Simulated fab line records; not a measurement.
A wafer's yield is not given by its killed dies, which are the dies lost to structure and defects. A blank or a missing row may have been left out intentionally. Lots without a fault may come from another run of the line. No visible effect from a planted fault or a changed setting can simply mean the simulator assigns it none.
Which tool did it?    flow nand-harc    13 lots with 39 wafers sampled at 5 steps, on a route of 1302 steps

## WHAT EACH GAUGE READ, for each wafer
NHARC_END_SORT_01.
lot   measured      on         killed-at-array  killed-at-other  killed-at-periphery  killed-dies  killed-open  killed-short
L437  day 24 16:59  prober-02  33 22 24         0 2 0            1 1 1                34 25 25     3 2 5        3 4 2
L439  day 25 22:52  prober-01  43 41 44         0 4 1            6 4 3                49 49 48     5 4 1        1 1 2
L440  day 25 15:00  prober-01  43 45 62         0 0 0            2 4 2                45 49 64     5 6 6        4 1 2
L441  day 25 22:46  prober-02  48 35 34         1 0 1            2 9 4                51 44 39     5 2 3        3 1 3
L442  day 25 17:23  prober-02  45 39 23         0 0 2            10 6 7               55 45 32     5 2 4        6 2 0
L443  day 27 01:46  prober-01  33 35 33         0 0 0            1 4 3                34 39 36     4 3 2        1 4 3
L444  day 27 06:16  prober-02  68 61 54         0 1 0            5 2 4                73 64 58     2 6 4        1 3 3
L445  day 27 09:57  prober-01  75 56 82         1 0 2            3 5 4                79 61 88     3 5 3        2 2 5
L447  day 30 02:19  prober-01  28 52 39         2 2 2            4 0 2                34 54 43     2 3 1        2 3 3
L448  day 29 05:48  prober-02  28 31 21         3 2 4            0 3 2                31 36 27     1 4 2        2 3 3
L458  day 33 11:23  prober-01  61 56 54         3 2 3            3 3 3                67 61 60     4 5 3        3 1 0
L459  day 33 05:05  prober-02  35 34 42         0 1 0            2 5 3                37 40 45     7 6 2        4 3 4
L460  day 34 19:15  prober-01  76 74 60         1 0 1            5 5 3                82 79 64     5 1 3        2 3 3

## WHAT TOOL EACH LOT RAN ON (gives the tool, then ch and the chambers of the sampled wafers, and finally the start)
lot   NHARC_A_CHANNEL_FILL_D1_ALD_02    NHARC_A_CHANNEL_FILL_D1_ALD_03                  NHARC_A_CHANNEL_FILL_D1_ALD_14    NHARC_A_CHANNEL_FILL_D1_ALD_16
L437  ald-hk-04 ch 2,3, day 8 16:56     ald-sin-batch-01 ch 0, day 8 23:32 or earlier   ald-hk-04 ch 0,2,3, day 8 23:32   ald-hk-03 ch 0,1,3, day 9 04:40
L439  ald-hk-04 ch 0,1, day 9 16:47     ald-sin-batch-01 ch 0, day 9 23:44 or earlier   ald-hk-01 ch 1,3, day 9 23:44     ald-hk-04 ch 0,1, day 10 08:30
L440  ald-hk-03 ch 0,1,3, day 10 00:07  ald-sin-batch-02 ch 0, day 10 08:31 or earlier  ald-hk-01 ch 0,1,3, day 10 08:31  ald-hk-04 ch 1,2, day 10 13:44
L441  ald-hk-04 ch 0,2, day 10 00:37    ald-sin-batch-02 ch 0, day 10 08:40 or earlier  ald-hk-04 ch 0,3, day 10 08:40    ald-hk-01 ch 0,1, day 10 13:43
L442  ald-hk-01 ch 1,2,3, day 10 16:41  ald-sin-batch-03 ch 0, day 10 23:28 or earlier  ald-hk-03 ch 2,3, day 10 23:28    ald-hk-03 ch 0,1,2, day 11 04:46
L443  ald-hk-01 ch 1,3, day 11 11:24    ald-sin-batch-03 ch 0, day 11 18:29 or earlier  ald-hk-03 ch 1,3, day 11 18:29    ald-hk-03 ch 0,1, day 11 23:38
L444  ald-hk-03 ch 1,3, day 11 23:56    ald-sin-batch-03 ch 0, day 12 06:59 or earlier  ald-hk-03 ch 0,3, day 12 06:59    ald-hk-01 ch 0,2,3, day 12 14:26
L445  ald-hk-03 ch 0,1,3, day 12 04:02  ald-sin-batch-01 ch 0, day 12 12:25 or earlier  ald-hk-01 ch 0,1,2, day 12 12:25  ald-hk-03 ch 0,1,3, day 12 17:38
L447  ald-hk-01 ch 1,2, day 12 22:25    ald-sin-batch-03 ch 0, day 13 05:28 or earlier  ald-hk-01 ch 0,1,3, day 13 05:28  ald-hk-04 ch 0,1,3, day 13 10:36
L448  ald-hk-03 ch 1,3, day 13 02:43    ald-sin-batch-02 ch 0, day 13 09:45 or earlier  ald-hk-03 ch 1,2,3, day 13 09:45  ald-hk-03 ch 0,1,3, day 13 14:53
L458  ald-hk-04 ch 0,3, day 17 13:41    ald-sin-batch-01 ch 0, day 17 20:43 or earlier  ald-hk-04 ch 0,1,2, day 17 20:43  ald-hk-01 ch 1,2,3, day 17 23:28
L459  ald-hk-01 ch 0,2, day 17 21:53    ald-sin-batch-02 ch 0, day 18 04:51 or earlier  ald-hk-03 ch 1,2, day 18 04:51    ald-hk-04 ch 2,3, day 18 10:02
L460  ald-hk-01 ch 1,3, day 18 13:45    ald-sin-batch-02 ch 0, day 18 20:49 or earlier  ald-hk-03 ch 0,1,2, day 18 20:49  ald-hk-03 ch 0,2, day 19 02:16
- NHARC_A_CHANNEL_FILL_D1_ALD_02: deposits SiO2, target thk 6 nm, pulse time 10 s, ald cycles 60.
- NHARC_A_CHANNEL_FILL_D1_ALD_03: deposits SiNx, target thk 6 nm, pulse time 60 s, ald cycles 58.
- NHARC_A_CHANNEL_FILL_D1_ALD_14: deposits SiO2, target thk 2.5 nm, pulse time 10 s, ald cycles 25.
- NHARC_A_CHANNEL_FILL_D1_ALD_16: deposits SiO2, target thk 1.5 nm, pulse time 10 s, ald cycles 15.

## AS READ BY THE TOOLS THEMSELVES (means over the sampled wafers that have a number; for cases with no such wafer, the mark the record gives instead)
NHARC_A_CHANNEL_FILL_D1_ALD_02.
lot   tool       heater-power-w (W)  precursor-pulse-height-rel
L437  ald-hk-04  435                 0.994
L439  ald-hk-04  436                 0.988
L440  ald-hk-03  470                 1.000
L441  ald-hk-04  414                 1.002
L442  ald-hk-01  449                 0.988
L443  ald-hk-01  493                 1.002
L444  ald-hk-03  513                 1.000
L445  ald-hk-03  478                 1.017
L447  ald-hk-01  448                 0.987
L448  ald-hk-03  513                 1.001
L458  ald-hk-04  463                 0.991
L459  ald-hk-01  453                 0.999
L460  ald-hk-01  497                 0.989

NHARC_A_CHANNEL_FILL_D1_ALD_03.
lot   tool              precursor-pulse-height-rel
L437  ald-sin-batch-01  0.994
L439  ald-sin-batch-01  1.010
L440  ald-sin-batch-02  0.978
L441  ald-sin-batch-02  0.985
L442  ald-sin-batch-03  1.016
L443  ald-sin-batch-03  1.011
L444  ald-sin-batch-03  1.007
L445  ald-sin-batch-01  0.999
L447  ald-sin-batch-03  1.001
L448  ald-sin-batch-02  0.986
L458  ald-sin-batch-01  0.986
L459  ald-sin-batch-02  0.992
L460  ald-sin-batch-02  1.002

NHARC_A_CHANNEL_FILL_D1_ALD_14.
lot   tool       heater-power-w (W)  precursor-pulse-height-rel
L437  ald-hk-04  445                 1.004
L439  ald-hk-01  484                 0.993
L440  ald-hk-01  469                 0.996
L441  ald-hk-04  496                 0.999
L442  ald-hk-03  453                 1.003
L443  ald-hk-03  504                 1.010
L444  ald-hk-03  417                 1.011
L445  ald-hk-01  476                 0.999
L447  ald-hk-01  473                 0.997
L448  ald-hk-03  479                 1.016
L458  ald-hk-04  406                 0.987
L459  ald-hk-03  500                 0.986
L460  ald-hk-03  498                 1.004

NHARC_A_CHANNEL_FILL_D1_ALD_16.
lot   tool       heater-power-w (W)  precursor-pulse-height-rel
L437  ald-hk-03  476                 1.002
L439  ald-hk-04  438                 0.998
L440  ald-hk-04  426                 0.997
L441  ald-hk-01  503                 0.995
L442  ald-hk-03  518                 1.018
L443  ald-hk-03  550                 1.007
L444  ald-hk-01  442                 1.014
L445  ald-hk-03  482                 1.006
L447  ald-hk-04  456                 1.019
L448  ald-hk-03  490                 1.015
L458  ald-hk-01  460                 0.999
L459  ald-hk-04  480                 1.012
L460  ald-hk-03  477                 0.991

## THE ANSWER, worked out from the rows above alone
Rule: what is usual is taken from the lots themselves. Put in order of their means at a reading, lots are off if they are a third of the lots or fewer, leave a main group of 4 or more, and stand apart from it by a gap of 3 or more times the standard deviation of the main group's means; of several such gaps the widest counts. If all means in a main group match to the digits the tables above print for the reading, that group is not used. A lot without any number at a reading at which 4 lots or more have one is off too. All remaining lots with rows at the step are treated as sound. Order of review: gauges by route order, followed by the tools' own readings, for which a lot's mean as printed above is used. The first step at which some lot is off is used, and at that step the reading that is off furthest; a lot without a number counts as furthest.
Across all readings shown, no lot is off: no conclusion can be drawn from this.

## WHAT THE SIMULATOR HAD INSERTED
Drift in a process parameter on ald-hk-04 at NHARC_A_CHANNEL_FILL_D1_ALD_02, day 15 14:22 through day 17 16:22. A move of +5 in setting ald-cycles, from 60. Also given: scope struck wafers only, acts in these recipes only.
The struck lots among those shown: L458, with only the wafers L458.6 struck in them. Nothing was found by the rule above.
